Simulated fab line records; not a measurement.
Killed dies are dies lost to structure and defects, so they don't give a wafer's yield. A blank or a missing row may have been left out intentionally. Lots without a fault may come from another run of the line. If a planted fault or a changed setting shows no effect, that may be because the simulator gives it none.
Split-lot experiment | flow n5Finfet | on a route of 1938 steps: 7 lots, 21 wafers read

ON THE SPLIT
At N5_SD_EPI_N_ETCH_35 (etches SOC in N2/H2, overetch 108 nm, time 486 s), the setting timeS was moved away from the recipe's 486 s on 9 of the 21 wafers read, by -21.4% to +22.0%. For the rest of the wafers, this setting stayed at what the recipe calls for.

FROM THE SPLIT TO THE READING: what the file shows between them, 3 steps
- N5_SD_EPI_N_STRIP_36: strips in N2/H2
- N5_SD_EPI_N_ETCHBACK_44: etches SiNx in CH3F/O2, stops on SiO2, target depth 14.5 nm
- N5_SD_EPI_N_ETCH_45: etches SiOCN in CH3F/O2, target depth 6 nm

THE READING
SiARC_of_SD_EPI_N_COAT_33.thkNm (the simulator's own value, which no gauge read), in nm, at N5_SD_EPI_N_ETCH_16 (etches SiO2 in CHF3/O2, target depth 5 nm). The file does not state a usual value for it. Across the 12 wafers here that went through the recipe, the average is 12.1 nm and the standard deviation 0.79 nm.

wafer  | tool, chamber at the split | timeS as run, s | against the recipe | SiARC_of_SD_EPI_N_COAT_33.thkNm, nm | against lot-mates on the recipe
L077.1 | rieDiel-06, 2              | 486             | recipe             | 12.2                                | -
L077.4 | rieDiel-06, 3              | 486             | recipe             | 10.8                                | -
L077.5 | rieDiel-06, 3              | 486             | recipe             | 10.8                                | -
L081.2 | rieDiel-04, 1              | 486             | recipe             | 13.2                                | -
L081.4 | rieDiel-04, 0              | 592.7           | +22.0%             | 9.4                                 | -3.7
L081.6 | rieDiel-04, 1              | 486             | recipe             | 13                                  | -
L083.2 | rieDiel-05, 1              | 385.1           | -20.8%             | 15.2                                | +2.2
L083.5 | rieDiel-05, 3              | 486             | recipe             | 13                                  | -
L083.6 | rieDiel-05, 0              | 385.1           | -20.8%             | 15.4                                | +2.4
L084.2 | rieDiel-06, 1              | 450.4           | -7.3%              | 12.4                                | +1.4
L084.3 | rieDiel-06, 2              | 450.4           | -7.3%              | 13.4                                | +2.4
L084.4 | rieDiel-06, 3              | 486             | recipe             | 11                                  | -
L086.3 | rieDiel-04, 2              | 382.1           | -21.4%             | 16.2                                | no lot-mate on the recipe
L086.4 | rieDiel-04, 1              | 382.1           | -21.4%             | 16.2                                | no lot-mate on the recipe
L086.5 | rieDiel-04, 1              | 382.1           | -21.4%             | 16.4                                | no lot-mate on the recipe
L089.1 | rieDiel-05, 1              | 486             | recipe             | 12                                  | -
L089.6 | rieDiel-05, 0              | 486             | recipe             | 12                                  | -
L089.5 | rieDiel-05, 1              | 486             | recipe             | 12.2                                | -
L097.1 | rieDiel-05, 0              | 486             | recipe             | 12.4                                | -
L097.3 | rieDiel-05, 0              | 486             | recipe             | 12.2                                | -
L097.6 | rieDiel-05, 2              | 516.3           | +6.2%              | 12.2                                | -0.1

FIT RESULTS
A straight line over all 21 wafers: SiARC_of_SD_EPI_N_COAT_33.thkNm changes by -0.16 nm for each +1% of timeS; r = -0.92; the points scatter about the line by 0.78 nm.
The same after taking each lot's own level away (the mean of its wafers on the recipe; 18 wafers): -0.137 nm for each +1%; r = -0.92; scatter 0.57 nm.
On that fit, the largest move of timeS shifts the reading by 3 nm.
The span of the lots' own levels, 11.00 to 13.10 nm, comes to 2.6 times the standard deviation stated above.
So the slope is not independent of the lot-to-lot level: the two fits are not the same.
Check: for one of the wafers moved furthest among these (+22.0%), held out of the fit, the line's prediction against its lot-mates is -2.39 nm. It came out at -3.7 nm against them.

THE WHOLE CHAIN: every reading that the file lists as answering this split, in the file's order
step                | what it does                                     | reading                                                                          | change (the file's fit)               | r (the file's)
N5_SD_EPI_N_ETCH_35 | etches SOC in N2/H2, overetch 108 nm, time 486 s | SiARC_of_SD_EPI_N_COAT_33.thkNm (the simulator's own value, which no gauge read) | -0.146 nm for each +1% of the setting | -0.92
N5_SD_EPI_N_ETCH_16 | etches SiO2 in CHF3/O2, target depth 5 nm        | SiARC_of_SD_EPI_N_COAT_33.thkNm (the simulator's own value, which no gauge read) | -0.143 nm for each +1% of the setting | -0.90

FILE'S OWN FIT
SiARC_of_SD_EPI_N_COAT_33.thkNm changes by -0.143 nm for each +1% of timeS, r = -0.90.
